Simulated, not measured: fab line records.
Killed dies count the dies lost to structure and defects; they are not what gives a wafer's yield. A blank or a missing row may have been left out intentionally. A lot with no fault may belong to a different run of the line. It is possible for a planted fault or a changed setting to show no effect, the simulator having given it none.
Matching of chambers :: flow n5-finfet :: N5_BEOL_M4_CVD_47 on cvd-co-01: 3 sister chambers
The step deposits Co from CCTBA/H2, target thk 3 nm, time 223.8 s. 16 wafers are shown with their chamber, then 8 later ones without.

WAFERS, EACH WITH ITS CHAMBER
wafer: L394.1
chamber: 1
chamber-pressure-Torr (Torr): 30.11

wafer: L394.4
chamber: 1
chamber-pressure-Torr (Torr): 30.15

wafer: L394.6
chamber: 2
chamber-pressure-Torr (Torr): 29.99

wafer: L396.2
chamber: 1
chamber-pressure-Torr (Torr): 30.05

wafer: L396.3
chamber: 2
chamber-pressure-Torr (Torr): 30.00

wafer: L396.4
chamber: 0
chamber-pressure-Torr (Torr): 29.99

wafer: L399.1
chamber: 0
chamber-pressure-Torr (Torr): 30.02

wafer: L399.3
chamber: 2
chamber-pressure-Torr (Torr): 29.95

wafer: L399.4
chamber: 1
chamber-pressure-Torr (Torr): 29.99

wafer: L406.1
chamber: 1
chamber-pressure-Torr (Torr): 30.00

wafer: L406.4
chamber: 0
chamber-pressure-Torr (Torr): 29.94

wafer: L406.5
chamber: 1
chamber-pressure-Torr (Torr): 29.98

wafer: L408.2
chamber: 0
chamber-pressure-Torr (Torr): 29.97

wafer: L408.3
chamber: 2
chamber-pressure-Torr (Torr): 29.92

wafer: L408.5
chamber: 2
chamber-pressure-Torr (Torr): 29.98

wafer: L407.3
chamber: 0
chamber-pressure-Torr (Torr): 30.08

SIGNATURES, as means of the wafers listed above
reading: chamber-pressure-Torr
chamber 0: 30.0000
chamber 1: 30.0467
chamber 2: 29.9680
scatter within a chamber: 0.0556
Rule: for a wafer and a chamber, the distance is found by dividing, reading by reading, the gap between the wafer's reading and the chamber's mean by the reading's scatter, squaring, summing and taking the root. The wafer belongs to the nearest chamber; if the next one is less than 2 further off, it can't be placed. The scatter is the square root of a quotient: the sum, over the shown wafers, of each reading's squared deviation from its chamber's mean, divided by wafers minus chambers.

WAFERS WITHOUT THEIR CHAMBER
wafer: L407.5
chamber-pressure-Torr (Torr): 29.99

wafer: L407.6
chamber-pressure-Torr (Torr): 30.07

wafer: L413.3
chamber-pressure-Torr (Torr): 29.84

wafer: L413.5
chamber-pressure-Torr (Torr): 30.08

wafer: L413.6
chamber-pressure-Torr (Torr): 29.97

wafer: L412.1
chamber-pressure-Torr (Torr): 30.11

wafer: L412.3
chamber-pressure-Torr (Torr): 29.98

wafer: L412.5
chamber-pressure-Torr (Torr): 29.99

CHAMBER TAKEN BY EACH
wafer: L407.5
from the rows above: can't be placed: 0 or 2 or 1
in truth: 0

wafer: L407.6
from the rows above: can't be placed: 1 or 0 or 2
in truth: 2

wafer: L413.3
from the rows above: can't be placed: 2 or 0 or 1
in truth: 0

wafer: L413.5
from the rows above: can't be placed: 1 or 0 or 2
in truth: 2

wafer: L413.6
from the rows above: can't be placed: 2 or 0 or 1
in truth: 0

wafer: L412.1
from the rows above: can't be placed: 1 or 0 or 2
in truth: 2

wafer: L412.3
from the rows above: can't be placed: 2 or 0 or 1
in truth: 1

wafer: L412.5
from the rows above: can't be placed: 0 or 2 or 1
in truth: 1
0 of 8 placed correctly. Cannot be placed on the basis of these rows: 8; the candidates contain the true chamber in 8. Number placed wrongly: 0.
